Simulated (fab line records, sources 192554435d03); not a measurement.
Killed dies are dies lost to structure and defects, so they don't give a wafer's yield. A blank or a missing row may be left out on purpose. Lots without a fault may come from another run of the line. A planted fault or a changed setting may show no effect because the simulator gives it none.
Which tool did it? | flow n5_finfet | 24 lots, 72 wafers sampled, at 6 steps of a route of 1938

WHAT THE GAUGES READ, wafer by wafer
N5_BEOL_M0_OCD_MEAS_108. Usual: trench_depth_nm 33.2 nm, standard deviation 0.76.
lot  | measured     | on     | trench_depth_nm (nm) | flag
L074 | day 5 19:43  | ocd-02 | 33.3 33.0 34.4       |
L075 | day 6 07:07  | ocd-01 | 34.7 34.1 33.9       |
L076 | day 6 10:11  | ocd-01 | 33.1 33.7 34.0       |
L077 | day 6 13:24  | ocd-02 | 32.6 33.9 33.1       |
L078 | day 6 17:24  | ocd-02 | 33.1 32.0 32.9       |
L079 | day 7 02:30  | ocd-01 | 33.3 32.4 32.6       |
L080 | day 7 06:37  | ocd-02 | 33.9 34.2 33.0       |
L081 | day 7 13:04  | ocd-02 | 31.9 32.7 32.2       |
L082 | day 7 16:11  | ocd-01 | 33.2 34.5 33.9       |
L083 | day 8 00:58  | ocd-02 | 33.2 33.4 33.0       |
L084 | day 8 13:56  | ocd-01 | 33.1 33.5 34.2       |
L085 | day 8 20:25  | ocd-02 | 32.9 32.7 33.7       |
L087 | day 9 02:02  | ocd-01 | 33.8 31.8 33.4       |
L086 | day 9 02:07  | ocd-01 | 33.3 32.3 34.6       |
L088 | day 9 05:53  | ocd-02 | 35.4 33.5 35.2       |
L089 | day 9 16:19  | ocd-01 | 32.7 32.0 32.7       |
L090 | day 9 16:46  | ocd-02 | 33.5 33.5 33.1       |
L091 | day 10 04:58 | ocd-01 | 32.5 32.2 32.7       |
L092 | day 10 08:04 | ocd-01 | 34.0 32.7 33.2       |
L093 | day 10 12:26 | ocd-01 | 32.5 32.7 33.2       |
L095 | day 10 23:36 | ocd-02 | 32.1 33.5 33.2       |
L094 | day 11 03:43 | ocd-01 | 33.4 34.2 33.7       |
L096 | day 11 07:43 | ocd-02 | 32.2 32.5 33.1       |
L097 | day 11 12:23 | ocd-01 | 32.2 32.4 32.8       |

N5_BEOL_M0_INSPECT_127: inspects for defects (darkfield). Usual: raw_defect_count 68, standard deviation 20.
lot  | measured     | on                | raw_defect_count | flag
L074 | day 5 23:55  | defect_inspect-02 | 56 90 121        |
L075 | day 6 11:37  | defect_inspect-02 | 26 65 32         |
L076 | day 6 14:15  | defect_inspect-02 | 92 79 98         |
L077 | day 6 16:23  | defect_inspect-01 | 56 74 94         |
L078 | day 6 19:52  | defect_inspect-02 | 69 39 55         |
L079 | day 7 06:22  | defect_inspect-02 | 53 74 71         |
L080 | day 7 10:21  | defect_inspect-02 | 48 47 50         |
L081 | day 7 17:36  | defect_inspect-02 | 69 50 76         |
L082 | day 7 21:47  | defect_inspect-01 | 104 74 112       |
L083 | day 8 04:04  | defect_inspect-01 | 86 90 83         |
L084 | day 8 16:40  | defect_inspect-02 | 89 71 62         |
L085 | day 9 01:06  | defect_inspect-01 | 50 85 48         |
L087 | day 9 04:40  | defect_inspect-02 | 88 99 109        |
L086 | day 9 06:25  | defect_inspect-02 | 71 46 51         |
L088 | day 9 10:03  | defect_inspect-01 | 81 43 54         |
L089 | day 9 18:52  | defect_inspect-01 | 84 59 92         |
L090 | day 9 20:02  | defect_inspect-01 | 62 77 49         |
L091 | day 10 08:30 | defect_inspect-01 | 97 74 96         |
L092 | day 10 13:06 | defect_inspect-02 | 85 63 50         |
L093 | day 10 16:35 | defect_inspect-01 | 47 48 62         |
L095 | day 11 02:37 | defect_inspect-01 | 55 57 41         |
L094 | day 11 07:44 | defect_inspect-02 | 94 108 123       |
L096 | day 11 11:53 | defect_inspect-02 | 43 51 48         |
L097 | day 11 16:10 | defect_inspect-02 | 51 54 53         |

N5_BEOL_M1_OVL_MEAS_29. Usual: V0_OVL -0.5 nm, standard deviation 0.7.
lot  | measured     | on         | V0_OVL (nm)    | flag
L074 | day 6 02:45  | overlay-01 | 0.3 -1.0 -0.5  |
L075 | day 6 13:42  | overlay-02 | -0.2 0.7 0.3   |
L076 | day 6 16:23  | overlay-02 | 0.2 -0.5 0.8   |
L077 | day 6 19:13  | overlay-01 | -2.3 -1.2 -1.2 |
L078 | day 6 22:28  | overlay-02 | -0.5 -0.8 -0.5 |
L079 | day 7 08:00  | overlay-01 | -0.2 -1.3 0.4  |
L080 | day 7 14:57  | overlay-02 | 0.3 0.8 -1.1   |
L081 | day 7 21:07  | overlay-01 | -0.7 -1.6 -1.3 |
L082 | day 8 02:08  | overlay-01 | -0.2 -1.1 -1.6 |
L083 | day 8 06:34  | overlay-02 | -1.3 -2.0 -1.0 |
L084 | day 8 18:27  | overlay-02 | -1.5 -0.7 -1.3 |
L085 | day 9 03:46  | overlay-01 | -0.4 0.1 0.2   |
L087 | day 9 07:20  | overlay-01 | -0.4 -0.2 -0.7 |
L086 | day 9 08:07  | overlay-01 | -0.5 0.0 -0.3  |
L088 | day 9 13:01  | overlay-02 | -1.0 -1.1 0.5  |
L089 | day 9 20:47  | overlay-01 | -1.7 -1.5 -1.7 |
L090 | day 9 22:58  | overlay-01 | -1.2 -1.1 0.2  |
L091 | day 10 12:10 | overlay-01 | -0.3 -0.8 -0.4 |
L092 | day 10 15:38 | overlay-01 | -1.8 -1.0 -0.4 |
L093 | day 10 18:11 | overlay-01 | -0.3 0.0 -0.5  |
L095 | day 11 04:38 | overlay-01 | -0.7 -0.9 -1.2 |
L094 | day 11 09:56 | overlay-02 | 0.2 -0.1 -1.0  |
L096 | day 11 13:56 | overlay-02 | -0.8 -0.7 -1.1 |
L097 | day 11 18:31 | overlay-02 | -1.0 -0.1 -1.0 |

WHICH TOOL RAN EACH LOT (tool, then ch and the chambers of the sampled wafers, then the start)
lot  | N5_BEOL_M0_HM_OPEN_105            | N5_BEOL_M1_DESCUM_16               | N5_BEOL_M1_STRIP_19
L074 | rie_metal-01 ch 0, day 5 19:15    | rie_diel-05 ch 1,2, day 6 01:58    | rie_diel-04 ch 1,3, day 6 02:20
L075 | rie_metal-03 ch 0,1, day 6 06:38  | rie_diel-04 ch 0,1,3, day 6 12:48  | rie_diel-03 ch 1,2,3, day 6 13:10
L076 | rie_metal-02 ch 0,1, day 6 08:59  | rie_diel-03 ch 0,1,2, day 6 15:26  | rie_diel-04 ch 2,3, day 6 15:58
L077 | rie_metal-02 ch 0,1, day 6 12:56  | rie_diel-04 ch 1,2,3, day 6 18:18  | rie_diel-03 ch 0,1,3, day 6 18:40
L078 | rie_metal-03 ch 0,1, day 6 16:56  | rie_diel-03 ch 0,3, day 6 21:34    | rie_diel-04 ch 0,1,2, day 6 21:55
L079 | rie_metal-02 ch 0,1, day 7 01:43  | rie_diel-03 ch 1,2,3, day 7 07:05  | rie_diel-03 ch 0,1,3, day 7 07:27
L080 | rie_metal-01 ch 0,1, day 7 06:07  | rie_diel-03 ch 0,1,3, day 7 14:10  | rie_diel-05 ch 0,1,3, day 7 14:32
L081 | rie_metal-02 ch 0,1, day 7 12:37  | rie_diel-05 ch 0,3, day 7 20:20    | rie_diel-05 ch 0,2,3, day 7 20:41
L082 | rie_metal-03 ch 0,1, day 7 15:37  | rie_diel-03 ch 1,2, day 8 01:22    | rie_diel-04 ch 1,3, day 8 01:44
L083 | rie_metal-03 ch 0,1, day 7 23:58  | rie_diel-04 ch 0,3, day 8 05:46    | rie_diel-05 ch 0,1,2, day 8 06:08
L084 | rie_metal-02 ch 0,1, day 8 13:00  | rie_diel-05 ch 0,2,3, day 8 17:33  | rie_diel-04 ch 0,1,3, day 8 17:55
L085 | rie_metal-01 ch 0,1, day 8 19:49  | rie_diel-03 ch 0,1,2, day 9 02:48  | rie_diel-05 ch 2,3, day 9 03:10
L087 | rie_metal-02 ch 0,1, day 9 01:32  | rie_diel-05 ch 1,2,3, day 9 06:34  | rie_diel-04 ch 1,3, day 9 06:55
L086 | rie_metal-03 ch 0,1, day 9 01:38  | rie_diel-03 ch 1,2, day 9 07:14    | rie_diel-04 ch 1,2,3, day 9 07:41
L088 | rie_metal-01 ch 0,1, day 9 05:13  | rie_diel-03 ch 0,1,3, day 9 12:14  | rie_diel-03 ch 0,1,3, day 9 12:35
L089 | rie_metal-02 ch 0,1, day 9 15:47  | rie_diel-05 ch 0,3, day 9 19:53    | rie_diel-05 ch 2,3, day 9 20:14
L090 | rie_metal-03 ch 0,1, day 9 16:13  | rie_diel-05 ch 0,2,3, day 9 22:11  | rie_diel-04 ch 0,3, day 9 22:32
L091 | rie_metal-03 ch 0,1, day 10 03:46 | rie_diel-04 ch 1,3, day 10 11:23   | rie_diel-04 ch 0,1,2, day 10 11:44
L092 | rie_metal-01 ch 0,1, day 10 07:02 | rie_diel-05 ch 2,3, day 10 14:44   | rie_diel-05 ch 0,2, day 10 15:05
L093 | rie_metal-03 ch 0,1, day 10 10:16 | rie_diel-03 ch 0,2,3, day 10 17:20 | rie_diel-04 ch 0,2,3, day 10 17:46
L095 | rie_metal-02 ch 0,1, day 10 23:02 | rie_diel-05 ch 1,2,3, day 11 03:44 | rie_diel-04 ch 0,1,2, day 11 04:05
L094 | rie_metal-01 ch 1, day 11 03:15   | rie_diel-05 ch 1,3, day 11 09:02   | rie_diel-05 ch 0,2,3, day 11 09:23
L096 | rie_metal-02 ch 0,1, day 11 07:11 | rie_diel-03 ch 0,3, day 11 13:02   | rie_diel-05 ch 2,3, day 11 13:24
L097 | rie_metal-02 ch 0, day 11 11:44   | rie_diel-05 ch 2,3, day 11 17:44   | rie_diel-05 ch 1,2, day 11 18:05
- N5_BEOL_M0_HM_OPEN_105: chemistry Cl2/BCl3, target TiN, target depth 12 nm.
- N5_BEOL_M1_DESCUM_16: chemistry O2, time 7 s.
- N5_BEOL_M1_STRIP_19: strips in O2.

WHAT THE TOOLS THEMSELVES READ (means of the sampled wafers that have a number; where no wafer has one, the mark that the record gives instead)
N5_BEOL_M0_HM_OPEN_105. Usual: bias_w 126.0 W, standard deviation 0.32; drypump_motor_current_A 5.5 A, standard deviation 0.49; oes_product_au 0.77 a.u., standard deviation 0.12; throttle_valve_pct 22.0 %, standard deviation 0.3.
lot  | tool         | bias_w (W) | drypump_motor_current_A (A) | oes_product_au (a.u.) | throttle_valve_pct (%) | flag
L074 | rie_metal-01 | 126.0      | 5.9                         | 0.82                  | 22.1                   |
L075 | rie_metal-03 | 126.3      | 5.3                         | 0.90                  | 21.6                   |
L076 | rie_metal-02 | 126.3      | 5.4                         | 0.64                  | 22.2                   |
L077 | rie_metal-02 | 126.2      | 5.5                         | 0.64                  | 22.1                   |
L078 | rie_metal-03 | 126.2      | 5.9                         | 0.89                  | 21.5                   |
L079 | rie_metal-02 | 125.9      | 5.5                         | 0.65                  | 22.2                   |
L080 | rie_metal-01 | 125.7      | 5.4                         | 0.88                  | 22.0                   |
L081 | rie_metal-02 | 125.9      | 5.5                         | 0.64                  | 22.1                   |
L082 | rie_metal-03 | 126.1      | 5.9                         | 0.88                  | 21.5                   |
L083 | rie_metal-03 | 125.8      | 5.9                         | 0.88                  | 21.5                   |
L084 | rie_metal-02 | 125.9      | 5.5                         | 0.64                  | 22.2                   |
L085 | rie_metal-01 | 125.5      | 5.4                         | 0.86                  | 22.0                   |
L087 | rie_metal-02 | 126.1      | 5.5                         | 0.63                  | 22.2                   |
L086 | rie_metal-03 | 126.2      | 5.9                         | 0.87                  | 21.5                   |
L088 | rie_metal-01 | 126.0      | 5.4                         | 0.86                  | 22.1                   |
L089 | rie_metal-02 | 125.8      | 5.5                         | 0.62                  | 22.2                   |
L090 | rie_metal-03 | 126.2      | 5.4                         | 0.87                  | 21.6                   |
L091 | rie_metal-03 | 126.5      | 5.3                         | 0.86                  | 21.6                   |
L092 | rie_metal-01 | 126.0      | 5.6                         | 0.81                  | 22.1                   |
L093 | rie_metal-03 | 125.7      | 5.9                         | 0.85                  | 21.5                   |
L095 | rie_metal-02 | 126.3      | 5.5                         | 0.62                  | 22.2                   |
L094 | rie_metal-01 | 126.3      | 5.1                         | 0.87                  | 22.0                   |
L096 | rie_metal-02 | 126.3      | 5.5                         | 0.63                  | 22.2                   |
L097 | rie_metal-02 | 125.9      | 5.4                         | 0.63                  | 22.4                   |

N5_BEOL_M1_DESCUM_16. Usual: drypump_motor_current_A 5.85 A, standard deviation 0.22; oes_product_au 0.77 a.u., standard deviation 0.085; rf_vpp_V 243.0 V, standard deviation 1.5; showerhead_plenum_p_Torr 2.09 Torr, standard deviation 0.088; temp_c 40.00 C, standard deviation 0.12; throttle_valve_pct 20.57 %, standard deviation 0.21.
lot  | tool        | drypump_motor_current_A (A) | oes_product_au (a.u.) | rf_vpp_V (V) | showerhead_plenum_p_Torr (Torr) | temp_c (C) | throttle_valve_pct (%) | flag
L074 | rie_diel-05 | 5.78                        | 0.83                  | 244.3        | 2.18                            | 39.98      | 20.57                  |
L075 | rie_diel-04 | 5.94                        | 0.78                  | 242.1        | 2.04                            | 40.08      | 20.42                  |
L076 | rie_diel-03 | 5.87                        | 0.76                  | 242.4        | 2.10                            | 39.95      | 20.60                  |
L077 | rie_diel-04 | 5.94                        | 0.78                  | 241.8        | 2.03                            | 40.01      | 20.41                  |
L078 | rie_diel-03 | 6.12                        | 0.72                  | 244.0        | 2.06                            | 39.92      | 20.68                  |
L079 | rie_diel-03 | 5.68                        | 0.73                  | 242.7        | 2.06                            | 39.96      | 20.56                  |
L080 | rie_diel-03 | 5.89                        | 0.72                  | 242.5        | 2.03                            | 40.06      | 20.60                  |
L081 | rie_diel-05 | 5.94                        | 0.73                  | 242.3        | 2.03                            | 40.20      | 20.67                  |
L082 | rie_diel-03 | 5.63                        | 0.76                  | 242.4        | 2.07                            | 39.93      | 20.54                  |
L083 | rie_diel-04 | 5.79                        | 0.73                  | 242.7        | 2.02                            | 39.97      | 20.54                  |
L084 | rie_diel-05 | 5.86                        | 0.77                  | 242.9        | 2.10                            | 40.04      | 20.69                  |
L085 | rie_diel-03 | 5.85                        | 0.75                  | 243.7        | 2.10                            | 39.93      | 20.64                  |
L087 | rie_diel-05 | 5.82                        | 0.76                  | 243.1        | 2.10                            | 40.02      | 20.59                  |
L086 | rie_diel-03 | 5.66                        | 0.75                  | 243.1        | 2.13                            | 40.14      | 20.61                  |
L088 | rie_diel-03 | 5.89                        | 0.82                  | 243.7        | 2.11                            | 39.86      | 20.48                  |
L089 | rie_diel-05 | 5.86                        | 0.69                  | 241.9        | 2.04                            | 40.07      | 20.78                  |
L090 | rie_diel-05 | 5.88                        | 0.76                  | 244.6        | 2.10                            | 39.98      | 20.70                  |
L091 | rie_diel-04 | 6.16                        | 0.77                  | 243.0        | 2.06                            | 39.99      | 20.53                  |
L092 | rie_diel-05 | 5.90                        | 0.81                  | 243.6        | 2.15                            | 39.99      | 20.64                  |
L093 | rie_diel-03 | 5.93                        | 0.79                  | 244.0        | 2.17                            | 40.04      | 20.52                  |
L095 | rie_diel-05 | 5.82                        | 0.86                  | 242.7        | 2.10                            | 40.01      | 20.48                  |
L094 | rie_diel-05 | 5.89                        | 0.81                  | 241.5        | 2.02                            | 39.96      | 20.47                  |
L096 | rie_diel-03 | 5.96                        | 0.85                  | 244.0        | 2.18                            | 40.03      | 20.37                  |
L097 | rie_diel-05 | 5.93                        | 0.77                  | 242.9        | 2.07                            | 40.01      | 20.64                  |

N5_BEOL_M1_STRIP_19. Usual: drypump_motor_current_A 5.85 A, standard deviation 0.23; oes_product_au 0.78 a.u., standard deviation 0.084; rf_vpp_V 3.7 V, standard deviation 0.48; showerhead_plenum_p_Torr 2.08 Torr, standard deviation 0.087; temp_c 39.99 C, standard deviation 0.11; throttle_valve_pct 16.75 %, standard deviation 0.24.
lot  | tool        | drypump_motor_current_A (A) | oes_product_au (a.u.) | rf_vpp_V (V) | showerhead_plenum_p_Torr (Torr) | temp_c (C) | throttle_valve_pct (%) | flag
L074 | rie_diel-04 | 6.14                        | 0.80                  | 3.4          | 2.07                            | 39.97      | 16.72                  |
L075 | rie_diel-03 | 5.68                        | 0.74                  | 3.4          | 2.07                            | 40.02      | 16.81                  |
L076 | rie_diel-04 | 6.02                        | 0.74                  | 2.9          | 2.05                            | 40.06      | 16.85                  |
L077 | rie_diel-03 | 5.89                        | 0.72                  | 3.7          | 2.03                            | 40.00      | 16.85                  |
L078 | rie_diel-04 | 5.71                        | 0.76                  | 3.7          | 2.00                            | 40.01      | 16.60                  |
L079 | rie_diel-03 | 5.88                        | 0.73                  | 4.1          | 2.03                            | 40.01      | 16.86                  |
L080 | rie_diel-05 | 5.83                        | 0.72                  | 3.9          | 2.05                            | 40.08      | 16.92                  |
L081 | rie_diel-05 | 5.86                        | 0.77                  | 3.5          | 2.11                            | 39.98      | 16.91                  |
L082 | rie_diel-04 | 6.07                        | 0.82                  | 3.5          | 2.05                            | 39.99      | 16.57                  |
L083 | rie_diel-05 | 5.77                        | 0.75                  | 4.0          | 2.13                            | 40.15      | 16.89                  |
L084 | rie_diel-04 | 5.90                        | 0.77                  | 3.9          | 2.04                            | 39.99      | 16.68                  |
L085 | rie_diel-05 | 5.89                        | 0.82                  | 3.8          | 2.16                            | 39.96      | 16.81                  |
L087 | rie_diel-04 | 6.15                        | 0.78                  | 3.9          | 2.07                            | 40.00      | 16.77                  |
L086 | rie_diel-04 | 5.94                        | 0.84                  | 3.9          | 2.12                            | 39.98      | 16.54                  |
L088 | rie_diel-03 | 5.88                        | 0.81                  | 4.1          | 2.11                            | 39.97      | 16.73                  |
L089 | rie_diel-05 | 5.88                        | 0.82                  | 3.2          | 2.16                            | 40.11      | 16.83                  |
L090 | rie_diel-04 | 5.77                        | 0.72                  | 3.7          | 2.02                            | 39.90      | 16.80                  |
L091 | rie_diel-04 | 5.73                        | 0.82                  | 3.7          | 2.08                            | 39.98      | 16.48                  |
L092 | rie_diel-05 | 5.81                        | 0.73                  | 3.6          | 2.12                            | 40.01      | 17.03                  |
L093 | rie_diel-04 | 5.80                        | 0.78                  | 3.7          | 2.10                            | 39.98      | 16.66                  |
L095 | rie_diel-04 | 5.73                        | 0.82                  | 3.8          | 2.08                            | 39.91      | 16.49                  |
L094 | rie_diel-05 | 5.88                        | 0.75                  | 4.0          | 2.09                            | 39.99      | 16.96                  |
L096 | rie_diel-05 | 5.89                        | 0.81                  | 3.5          | 2.15                            | 40.07      | 16.86                  |
L097 | rie_diel-05 | 5.72                        | 0.92                  | 3.7          | 2.12                            | 40.12      | 16.52                  |

THE ANSWER, worked out from the rows above alone
Rule: a lot is off if the mean of its wafers that have a number lies more than 3 standard deviations from the usual mean. A lot without any number at a reading at which 4 lots or more have one is off too. The other lots that the step has rows for count as sound. The gauges are gone through in route order, then the tools' own readings, and for those a lot's mean is taken as printed above. The first step at which some lot is off is used, and at that step the reading that is off furthest; a lot without a number counts as furthest.
No lot is off at any reading shown: from this, nothing can be told.

WHAT THE SIMULATOR HAD PUT IN
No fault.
